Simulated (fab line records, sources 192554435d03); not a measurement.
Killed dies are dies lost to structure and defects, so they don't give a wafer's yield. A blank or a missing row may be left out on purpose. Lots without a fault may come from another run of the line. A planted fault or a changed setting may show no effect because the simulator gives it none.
fab line records | flow n5_finfet
record lots=24 wafers=72 last_day=19
route steps=1938 shown BEOL_M3@996
lots that met no fault: from a run of the same line without faults
start_h: hours from the record's first day to the start of the lot's first wafer shown | wait_h: hours since the lot's step before | " the same as in the row above | L1.1+2: a row that stands for several wafers | - no value, or no start given | * or withheld: withheld | < > ~ a bound
route shown NAME@n: a module of which the file shows steps, and the number in the route of the first | usual: mean/standard deviation of fault-free wafers | same: alike in all rows | chamber/n: place in a boat | sites: the reading at each site | _std_site: their standard deviation | _edge_site: outer sites' mean less inner sites' | radius_mm: how far each site lies from the wafer's centre | mask NAME#n: copy n | behind: the tool/chamber that last shaped the wafer | hold: why the lot was held/for how many hours/how that ended | device: the transistor (n, p or np) that didn't switch | end of line: the same wafers' tests at the end of the route | a step without rows: its recipe alone | killed: dies lost to structure and defects at the first sort, not the wafer's yield | map: a wafer's dies, x killed, . not, _ none there
set.NAME: the setting as run; set.NAME@STEP: as run at that earlier step | model.NAME: the simulator's own value behind a step, which no gauge read
steps of the route over a sample of lots; a table a step, a row a wafer
services: from which hour (start_h, from the record's first day; less than 0 if before it) a tool's chamber was out of use, for how many hours, and why
## steps
# step N5_BEOL_M3_SPUTTER_79
# recipe material=Cu target_thk_a=45 temp_c=-20 chamber_pressure_pa=0.07 power_w=withheld time_s=8.29
# usual susceptor_temp_C=-19.99/0.11 throttle_valve_pct=30.4/1.2
# columns lot.wafer tool chamber start_h wait_h susceptor_temp_C throttle_valve_pct
L074.2 pvd_sputter-02 - 144.39 0.1 -20.11 31.6
L074.3 " - " " -19.96 30.5
L074.4 " - " " -20.06 31.6
L076.2 pvd_sputter-03 - 152.98 0.1 -19.82 28.8
L076.3 " - " " -20.02 29.7
L076.5 " - " " -19.92 29.9
L075.4 pvd_sputter-01 - 159.75 0.1 -19.98 30.3
L075.5 " - " " -19.83 30.2
L075.6 " - " " -20.24 30.4
L077.4 pvd_sputter-03 - 169.16 0.1 -19.93 29.5
L077.5 " - " " -19.87 30.1
L077.6 " - " " -20.00 29.4
L078.1 pvd_sputter-03 - 188.66 0.1 -19.91 29.7
L078.3 " - " " -20.09 28.9
L078.4 " - " " -20.02 29.7
L079.2 pvd_sputter-02 - 189.05 0.1 -19.98 30.2
L079.5 " - " " -20.12 31.5
L079.6 " - " " -19.99 31.0
L080.2 pvd_sputter-02 - 195.35 0.1 -20.10 31.4
L080.3 " - " " -19.90 31.5
L080.6 " - " " -20.21 31.8
L083.2 pvd_sputter-01 - 205.77 0.1 -20.01 30.4
L083.3 " - " " -19.99 31.5
L083.6 " - " " -19.90 31.4
L081.3 pvd_sputter-02 - 212.45 0.1 -20.00 31.6
L081.5 " - " " -19.87 31.1
L081.6 " - " " -19.97 31.6
L082.2 pvd_sputter-02 - 214.29 0.1 -19.77 31.3
L082.4 " - " " -19.96 31.8
L082.5 " - " " -19.81 31.4
L084.2 pvd_sputter-02 - 225.17 0.1 -19.92 29.4
L084.3 " - " " -19.94 31.5
L084.4 " - " " -20.17 31.2
L085.1 pvd_sputter-03 - 227.51 0.1 -19.99 29.7
L085.2 " - " " -20.02 32.5
L085.3 " - " " -19.98 29.9
L086.4 pvd_sputter-03 - 237.17 0.1 -20.04 29.5
L086.5 " - " " -19.98 29.8
L086.6 " - " " -20.00 29.7
L089.3 pvd_sputter-03 - 247.48 0.1 -19.83 28.8
L089.4 " - " " -20.08 30.1
L089.5 " - " " -20.17 29.5
L087.2 pvd_sputter-02 - 249.32 0.1 -20.14 30.2
L087.4 " - " " -19.93 29.6
L087.5 " - " " -20.01 31.5
L088.2 pvd_sputter-03 - 255.41 0.1 -20.14 30.2
L088.3 " - " " -19.84 32.4
L088.5 " - " " -19.90 29.8
L090.2 pvd_sputter-02 - 259.16 0.1 -20.04 31.3
L090.3 " - " " -19.76 29.5
L090.4 " - " " -20.00 31.4
L092.2 pvd_sputter-01 - 262.34 0.1 -20.02 28.3
L092.5 " - " " -20.13 31.3
L092.6 " - " " -20.10 30.7
L091.1 pvd_sputter-03 - 262.66 0.1 -19.91 29.5
L091.3 " - " " -19.86 29.9
L091.6 " - " " -19.78 32.5
L093.1 pvd_sputter-03 - 269.12 0.1 -19.90 29.5
L093.3 " - " " -19.94 32.9
L093.6 " - " " -19.94 32.7
L094.1 pvd_sputter-02 - 278.31 0.1 -20.08 31.7
L094.2 " - " " -20.13 31.4
L094.3 " - " " -20.27 29.3
L095.2 pvd_sputter-03 - 286.69 0.1 -19.96 28.9
L095.3 " - " " -20.05 32.4
L095.6 " - " " -19.88 29.6
L097.1 pvd_sputter-01 - 304.70 0.1 -19.98 30.1
L097.3 " - " " -19.98 31.4
L097.6 " - " " -20.04 31.1
L096.4 pvd_sputter-03 - 308.77 0.1 -19.57 28.9
L096.5 " - " " -19.96 30.0
L096.6 " - " " -19.83 29.6
# step N5_BEOL_M3_ANNEAL_80
# recipe temp_c=400 time_s=240 ambient=vacuum
# usual heater_power_w=819/84 susceptor_temp_C=400.01/0.21
# columns lot.wafer tool chamber start_h wait_h heater_power_w susceptor_temp_C
L074.2 pvd_sputter-02 - 144.47 0.0 859 400.00
L074.3 " - " " 842 400.07
L074.4 " - " " 900 400.06
L076.2 pvd_sputter-03 - 153.06 0.0 889 399.85
L076.3 " - " " 860 400.15
L076.5 " - " " 863 400.18
L075.4 pvd_sputter-01 - 159.91 0.1 821 399.77
L075.5 " - " " 627 399.99
L075.6 " - " " 834 399.77
L077.4 pvd_sputter-03 - 169.24 0.0 830 400.40
L077.5 " - " " 841 399.93
L077.6 " - " " 829 400.05
L078.1 pvd_sputter-03 - 188.74 0.0 824 400.17
L078.3 " - " " 901 400.05
L078.4 " - " " 866 400.34
L079.2 pvd_sputter-02 - 189.13 0.0 860 399.82
L079.5 " - " " 869 400.12
L079.6 " - " " 857 400.50
L080.2 pvd_sputter-02 - 195.43 0.0 845 399.88
L080.3 " - " " 887 399.81
L080.6 " - " " 889 400.35
L083.2 pvd_sputter-01 - 205.93 0.1 845 400.00
L083.3 " - " " 856 400.25
L083.6 " - " " 862 400.34
L081.3 pvd_sputter-02 - 212.53 0.0 884 399.91
L081.5 " - " " 878 400.02
L081.6 " - " " 874 399.86
L082.2 pvd_sputter-02 - 214.37 0.0 857 399.83
L082.4 " - " " 861 400.16
L082.5 " - " " 882 400.12
L084.2 pvd_sputter-02 - 225.25 0.0 597 400.06
L084.3 " - " " 877 399.89
L084.4 " - " " 868 400.04
L085.1 pvd_sputter-03 - 227.59 0.0 838 400.37
L085.2 " - " " 791 399.80
L085.3 " - " " 862 400.09
L086.4 pvd_sputter-03 - 237.25 0.0 831 399.93
L086.5 " - " " 801 399.82
L086.6 " - " " 842 399.88
L089.3 pvd_sputter-03 - 247.56 0.0 892 400.15
L089.4 " - " " 857 400.15
L089.5 " - " " 816 400.08
L087.2 pvd_sputter-02 - 249.40 0.0 835 400.15
L087.4 " - " " 604 399.94
L087.5 " - " " 896 400.09
L088.2 pvd_sputter-03 - 255.49 0.0 842 399.61
L088.3 " - " " 788 400.02
L088.5 " - " " 838 400.05
L090.2 pvd_sputter-02 - 259.24 0.0 856 399.85
L090.3 " - " " 596 399.95
L090.4 " - " " 894 399.66
L092.2 pvd_sputter-01 - 262.42 0.0 846 400.06
L092.5 " - " " 824 400.15
L092.6 " - " " 869 400.53
L091.1 pvd_sputter-03 - 262.74 0.0 819 399.71
L091.3 " - " " 867 400.05
L091.6 " - " " 764 400.36
L093.1 pvd_sputter-03 - 269.20 0.0 834 399.95
L093.3 " - " " 760 399.70
L093.6 " - " " 775 399.85
L094.1 pvd_sputter-02 - 278.39 0.0 886 399.73
L094.2 " - " " 859 400.06
L094.3 " - " " 597 399.84
L095.2 pvd_sputter-03 - 286.77 0.0 919 400.23
L095.3 " - " " 774 399.88
L095.6 " - " " 822 399.69
L097.1 pvd_sputter-01 - 304.78 0.0 634 399.90
L097.3 " - " " 858 400.24
L097.6 " - " " 848 400.28
L096.4 pvd_sputter-03 - 308.85 0.0 920 399.90
L096.5 " - " " 826 399.84
L096.6 " - " " 840 400.14
# step N5_BEOL_M3_SPUTTER_81
# recipe material=Cu target_thk_a=45 temp_c=-20 chamber_pressure_pa=0.07 power_w=withheld time_s=8.29
# usual susceptor_temp_C=-20.01/0.086 throttle_valve_pct=30.4/1.2
# columns lot.wafer tool chamber start_h wait_h susceptor_temp_C throttle_valve_pct
L074.2 pvd_sputter-02 - 144.61 0.1 -20.14 31.4
L074.3 " - " " -19.96 30.0
L074.4 " - " " -20.08 31.6
L076.2 pvd_sputter-03 - 153.20 0.1 -19.89 28.9
L076.3 " - " " -20.17 29.9
L076.5 " - " " -20.04 30.1
L075.4 pvd_sputter-01 - 160.19 0.1 -19.94 30.4
L075.5 " - " " -20.02 30.3
L075.6 " - " " -19.92 30.3
L077.4 pvd_sputter-03 - 169.38 0.1 -19.98 29.3
L077.5 " - " " -20.15 29.6
L077.6 " - " " -20.01 29.2
L078.1 pvd_sputter-03 - 188.88 0.1 -20.10 29.7
L078.3 " - " " -19.94 29.1
L078.4 " - " " -19.97 30.1
L079.2 pvd_sputter-02 - 189.27 0.1 -20.04 30.5
L079.5 " - " " -20.00 31.4
L079.6 " - " " -20.00 31.5
L080.2 pvd_sputter-02 - 195.57 0.1 -20.04 31.2
L080.3 " - " " -20.11 31.5
L080.6 " - " " -20.04 31.6
L083.2 pvd_sputter-01 - 206.21 0.1 -20.02 30.5
L083.3 " - " " -19.60 31.3
L083.6 " - " " -19.96 31.2
L081.3 pvd_sputter-02 - 212.67 0.1 -19.90 31.7
L081.5 " - " " -19.91 31.1
L081.6 " - " " -19.79 31.9
L082.2 pvd_sputter-02 - 214.51 0.1 -20.18 31.0
L082.4 " - " " -19.97 31.4
L082.5 " - " " -19.91 31.5
L084.2 pvd_sputter-02 - 225.39 0.1 -19.92 29.3
L084.3 " - " " -20.11 31.7
L084.4 " - " " -20.00 31.2
L085.1 pvd_sputter-03 - 227.73 0.1 -20.01 29.4
L085.2 " - " " -20.05 32.6
L085.3 " - " " -20.10 29.6
L086.4 pvd_sputter-03 - 237.39 0.1 -20.02 29.6
L086.5 " - " " -19.84 29.4
L086.6 " - " " -20.05 29.9
L089.3 pvd_sputter-03 - 247.70 0.1 -20.07 28.8
L089.4 " - " " -19.94 29.8
L089.5 " - " " -19.98 29.7
L087.2 pvd_sputter-02 - 249.54 0.1 -19.92 30.1
L087.4 " - " " -20.04 29.3
L087.5 " - " " -20.01 31.7
L088.2 pvd_sputter-03 - 255.63 0.1 -19.99 29.8
L088.3 " - " " -20.08 32.5
L088.5 " - " " -20.02 29.7
L090.2 pvd_sputter-02 - 259.38 0.1 -20.01 31.2
L090.3 " - " " -19.96 29.6
L090.4 " - " " -19.97 31.3
L092.2 pvd_sputter-01 - 262.56 0.1 -19.99 28.4
L092.5 " - " " -19.96 31.5
L092.6 " - " " -20.09 30.4
L091.1 pvd_sputter-03 - 262.88 0.1 -19.88 29.4
L091.3 " - " " -19.97 29.9
L091.6 " - " " -20.04 32.5
L093.1 pvd_sputter-03 - 269.34 0.1 -20.07 29.6
L093.3 " - " " -20.15 32.7
L093.6 " - " " -20.08 32.6
L094.1 pvd_sputter-02 - 278.53 0.1 -20.00 31.6
L094.2 " - " " -19.96 31.4
L094.3 " - " " -19.99 29.4
L095.2 pvd_sputter-03 - 286.91 0.1 -19.98 29.0
L095.3 " - " " -20.02 32.9
L095.6 " - " " -20.09 29.5
L097.1 pvd_sputter-01 - 304.92 0.1 -20.02 30.3
L097.3 " - " " -20.01 31.4
L097.6 " - " " -20.24 31.5
L096.4 pvd_sputter-03 - 308.99 0.1 -20.02 28.7
L096.5 " - " " -20.05 30.0
L096.6 " - " " -20.17 29.6
# step N5_BEOL_M3_ANNEAL_82
# recipe temp_c=400 time_s=240 ambient=vacuum
# usual heater_power_w=816/83 susceptor_temp_C=399.97/0.2
# columns lot.wafer tool chamber start_h wait_h heater_power_w susceptor_temp_C
L074.2 pvd_sputter-02 - 144.69 0.0 834 400.30
L074.3 " - " " 838 399.54
L074.4 " - " " 882 400.62
L076.2 pvd_sputter-03 - 153.28 0.0 899 399.84
L076.3 " - " " 860 399.79
L076.5 " - " " 838 399.75
L075.4 pvd_sputter-01 - 160.35 0.1 850 399.71
L075.5 " - " " 636 399.40
L075.6 " - " " 836 399.99
L077.4 pvd_sputter-03 - 169.46 0.0 828 399.83
L077.5 " - " " 835 400.07
L077.6 " - " " 828 399.87
L078.1 pvd_sputter-03 - 188.96 0.0 842 399.77
L078.3 " - " " 868 399.77
L078.4 " - " " 841 400.23
L079.2 pvd_sputter-02 - 189.35 0.0 840 399.93
L079.5 " - " " 882 399.88
L079.6 " - " " 833 399.99
L080.2 pvd_sputter-02 - 195.65 0.0 823 399.85
L080.3 " - " " 865 400.00
L080.6 " - " " 858 399.96
L083.2 pvd_sputter-01 - 206.37 0.1 831 399.96
L083.3 " - " " 847 399.65
L083.6 " - " " 824 399.76
L081.3 pvd_sputter-02 - 212.75 0.0 892 399.45
L081.5 " - " " 859 399.96
L081.6 " - " " 851 399.50
L082.2 pvd_sputter-02 - 214.59 0.0 874 399.91
L082.4 " - " " 849 399.89
L082.5 " - " " 877 400.10
L084.2 pvd_sputter-02 - 225.47 0.0 592 399.95
L084.3 " - " " 864 399.95
L084.4 " - " " 852 399.99
L085.1 pvd_sputter-03 - 227.81 0.0 827 400.13
L085.2 " - " " 785 399.89
L085.3 " - " " 874 399.93
L086.4 pvd_sputter-03 - 237.47 0.0 825 400.24
L086.5 " - " " 821 400.09
L086.6 " - " " 825 399.87
L089.3 pvd_sputter-03 - 247.78 0.0 906 399.76
L089.4 " - " " 871 399.64
L089.5 " - " " 824 399.89
L087.2 pvd_sputter-02 - 249.62 0.0 825 399.92
L087.4 " - " " 599 400.04
L087.5 " - " " 865 399.98
L088.2 pvd_sputter-03 - 255.71 0.0 850 399.91
L088.3 " - " " 777 399.83
L088.5 " - " " 835 400.16
L090.2 pvd_sputter-02 - 259.46 0.0 862 399.86
L090.3 " - " " 591 399.64
L090.4 " - " " 863 400.08
L092.2 pvd_sputter-01 - 262.64 0.0 817 400.00
L092.5 " - " " 858 399.80
L092.6 " - " " 822 399.59
L091.1 pvd_sputter-03 - 262.96 0.0 826 399.93
L091.3 " - " " 852 399.93
L091.6 " - " " 775 399.84
L093.1 pvd_sputter-03 - 269.42 0.0 839 399.89
L093.3 " - " " 775 400.04
L093.6 " - " " 793 400.14
L094.1 pvd_sputter-02 - 278.61 0.0 867 400.12
L094.2 " - " " 886 399.89
L094.3 " - " " 597 400.02
L095.2 pvd_sputter-03 - 286.99 0.0 898 399.86
L095.3 " - " " 786 399.85
L095.6 " - " " 834 400.26
L097.1 pvd_sputter-01 - 305.00 0.0 640 400.01
L097.3 " - " " 833 399.76
L097.6 " - " " 856 400.14
L096.4 pvd_sputter-03 - 309.07 0.0 910 400.07
L096.5 " - " " 854 400.09
L096.6 " - " " 824 400.16
# step N5_BEOL_M3_SPUTTER_88
# recipe material=Cu target_thk_a=45 temp_c=-20 chamber_pressure_pa=0.07 power_w=withheld time_s=8.29
# usual susceptor_temp_C=-20.02/0.1 throttle_valve_pct=30.4/1.2
# columns lot.wafer tool chamber start_h wait_h susceptor_temp_C throttle_valve_pct
L074.2 pvd_sputter-02 - 145.05 0.1 -20.06 31.2
L074.3 " - " " -19.92 30.4
L074.4 " - " " -20.05 31.5
L076.2 pvd_sputter-03 - 153.64 0.1 -20.15 28.8
L076.3 " - " " -20.10 30.0
L076.5 " - " " -19.97 29.9
L075.4 pvd_sputter-01 - 161.07 0.1 -19.95 30.6
L075.5 " - " " -20.05 30.0
L075.6 " - " " -20.00 30.3
L077.4 pvd_sputter-03 - 169.82 0.1 -19.95 29.6
L077.5 " - " " -20.09 30.1
L077.6 " - " " -20.09 29.6
L078.1 pvd_sputter-03 - 189.32 0.1 -19.97 29.7
L078.3 " - " " -19.89 28.9
L078.4 " - " " -20.04 30.0
L079.2 pvd_sputter-02 - 189.71 0.1 -20.17 30.1
L079.5 " - " " -19.87 31.5
L079.6 " - " " -20.36 31.4
L080.2 pvd_sputter-02 - 196.01 0.1 -20.12 31.4
L080.3 " - " " -19.88 32.0
L080.6 " - " " -19.89 31.8
L083.2 pvd_sputter-01 - 207.09 0.1 -20.16 30.5
L083.3 " - " " -20.07 31.4
L083.6 " - " " -19.95 31.5
L081.3 pvd_sputter-02 - 213.11 0.1 -19.91 31.5
L081.5 " - " " -19.96 31.5
L081.6 " - " " -19.92 31.8
L082.2 pvd_sputter-02 - 214.95 0.1 -20.01 31.2
L082.4 " - " " -20.14 31.7
L082.5 " - " " -20.22 31.6
L084.2 pvd_sputter-02 - 225.83 0.1 -19.92 29.6
L084.3 " - " " -20.09 31.4
L084.4 " - " " -20.08 31.2
L085.1 pvd_sputter-03 - 228.17 0.1 -20.06 29.6
L085.2 " - " " -19.76 32.6
L085.3 " - " " -19.92 29.8
L086.4 pvd_sputter-03 - 237.83 0.1 -20.04 29.2
L086.5 " - " " -20.09 29.7
L086.6 " - " " -19.77 29.9
L089.3 pvd_sputter-03 - 248.14 0.1 -19.85 28.9
L089.4 " - " " -20.02 29.9
L089.5 " - " " -19.94 29.7
L087.2 pvd_sputter-02 - 249.98 0.1 -19.99 30.1
L087.4 " - " " -20.01 29.2
L087.5 " - " " -20.03 31.8
L088.2 pvd_sputter-03 - 256.07 0.1 -20.02 30.0
L088.3 " - " " -19.93 32.6
L088.5 " - " " -19.99 29.4
L090.2 pvd_sputter-02 - 259.82 0.1 -19.90 31.3
L090.3 " - " " -19.87 29.4
L090.4 " - " " -20.18 31.6
L092.2 pvd_sputter-01 - 263.00 0.1 -20.01 28.4
L092.5 " - " " -20.12 31.3
L092.6 " - " " -20.06 30.5
L091.1 pvd_sputter-03 - 263.32 0.1 -19.97 29.4
L091.3 " - " " -20.06 30.1
L091.6 " - " " -20.07 32.5
L093.1 pvd_sputter-03 - 269.78 0.1 -20.08 29.6
L093.3 " - " " -20.06 32.8
L093.6 " - " " -20.15 32.5
L094.1 pvd_sputter-02 - 278.97 0.1 -20.14 31.9
L094.2 " - " " -20.02 31.2
L094.3 " - " " -19.89 29.4
L095.2 pvd_sputter-03 - 287.35 0.1 -20.01 28.8
L095.3 " - " " -20.01 32.7
L095.6 " - " " -19.93 30.0
L097.1 pvd_sputter-01 - 305.36 0.1 -20.11 30.5
L097.3 " - " " -20.12 31.6
L097.6 " - " " -20.07 31.2
L096.4 pvd_sputter-03 - 309.43 0.1 -20.00 28.7
L096.5 " - " " -19.94 29.7
L096.6 " - " " -19.99 29.2
# step N5_BEOL_M3_PRE_CLEAN_60
# recipe gas=NH3/H2 time_s=15 temp_c=* rf_power_w=300
# usual heater_power_outer_w=19/11 heater_power_w=86/14 susceptor_temp_C=*
# columns lot.wafer tool chamber start_h wait_h heater_power_outer_w heater_power_w susceptor_temp_C
L074.2 cvd_co-02 2 147.60 0.0 22 88 *
L074.3 " 0 " " 19 93 *
L074.4 " 0 " " 19 92 *
L076.2 cvd_co-02 0 155.34 0.0 19 94 *
L076.3 " 2 " " 22 89 *
L076.5 " 0 " " 20 90 *
L075.4 cvd_co-02 2 165.41 0.1 21 90 *
L075.5 " 0 " " 19 95 *
L075.6 " 1 " " 11 73 *
L077.4 cvd_co-02 2 171.55 0.1 22 87 *
L077.5 " 1 " " 11 69 *
L077.6 " 0 " " 20 92 *
L078.1 cvd_co-01 2 191.02 0.0 14 77 *
L078.3 " 0 " " 42 120 *
L078.4 " 2 " " 15 77 *
L079.2 cvd_co-02 0 191.41 0.0 19 91 *
L079.5 " 1 " " 11 73 *
L079.6 " 2 " " 22 88 *
L080.2 cvd_co-02 1 197.71 0.0 11 71 *
L080.3 " 0 " " 20 93 *
L080.6 " 2 " " 22 88 *
L083.2 cvd_co-02 2 209.76 0.0 22 90 *
L083.3 " 1 " " 11 72 *
L083.6 " 1 " " 11 70 *
L081.3 cvd_co-02 1 214.83 0.0 11 71 *
L081.5 " 1 " " 11 72 *
L081.6 " 0 " " 19 92 *
L082.2 cvd_co-02 1 216.66 0.0 11 70 *
L082.4 " 2 " " 22 88 *
L082.5 " 0 " " 20 91 *
L084.2 cvd_co-01 2 227.54 0.0 14 77 *
L084.3 " 0 " " 44 120 *
L084.4 " 0 " " 43 118 *
L085.1 cvd_co-02 0 229.91 0.1 20 94 *
L085.2 " 2 " " 23 89 *
L085.3 " 1 " " 11 70 *
L086.4 cvd_co-02 2 239.67 0.2 22 87 *
L086.5 " 0 " " 20 93 *
L086.6 " 1 " " 11 70 *
L089.3 cvd_co-02 1 250.33 0.3 11 71 *
L089.4 " 0 " " 20 92 *
L089.5 " 1 " " 11 73 *
L087.2 cvd_co-02 1 251.99 0.0 11 72 *
L087.4 " 0 " " 20 93 *
L087.5 " 2 " " 22 89 *
L088.2 cvd_co-01 0 258.25 0.5 43 119 *
L088.3 " 1 " " 3 73 *
L088.5 " 2 " " 15 77 *
L090.2 cvd_co-02 0 261.53 0.0 20 92 *
L090.3 " 2 " " 22 88 *
L090.4 " 0 " " 20 95 *
L092.2 cvd_co-01 0 264.70 0.0 43 120 *
L092.5 " 2 " " 15 77 *
L092.6 " 1 " " 3 75 *
L091.1 cvd_co-02 2 265.15 0.0 22 90 *
L091.3 " 1 " " 11 72 *
L091.6 " 2 " " 22 90 *
L093.1 cvd_co-01 0 271.48 0.0 43 120 *
L093.3 " 1 " " 3 74 *
L093.6 " 0 " " 43 117 *
L094.1 cvd_co-01 0 280.67 0.0 43 119 *
L094.2 " 1 " " 3 74 *
L094.3 " 2 " " 15 78 *
L095.2 cvd_co-02 1 289.05 0.0 11 71 *
L095.3 " 0 " " 20 93 *
L095.6 " 2 " " 23 88 *
L097.1 cvd_co-01 0 307.06 0.0 44 118 *
L097.3 " 1 " " 3 76 *
L097.6 " 0 " " 44 120 *
L096.4 cvd_co-01 0 311.17 0.1 44 119 *
L096.5 " 2 " " 15 77 *
L096.6 " 1 " " 3 76 *
## services
# columns tool chamber start_h hours kind
pvd_sputter-01 - 146.86 5.2 repair
cvd_co-02 - 185.61 0.4 repair
cvd_co-02 2 198.84 5.5 repair
cvd_co-01 - 216.40 0.4 repair
cvd_co-01 - 247.49 6.9 pm
## key
fault none
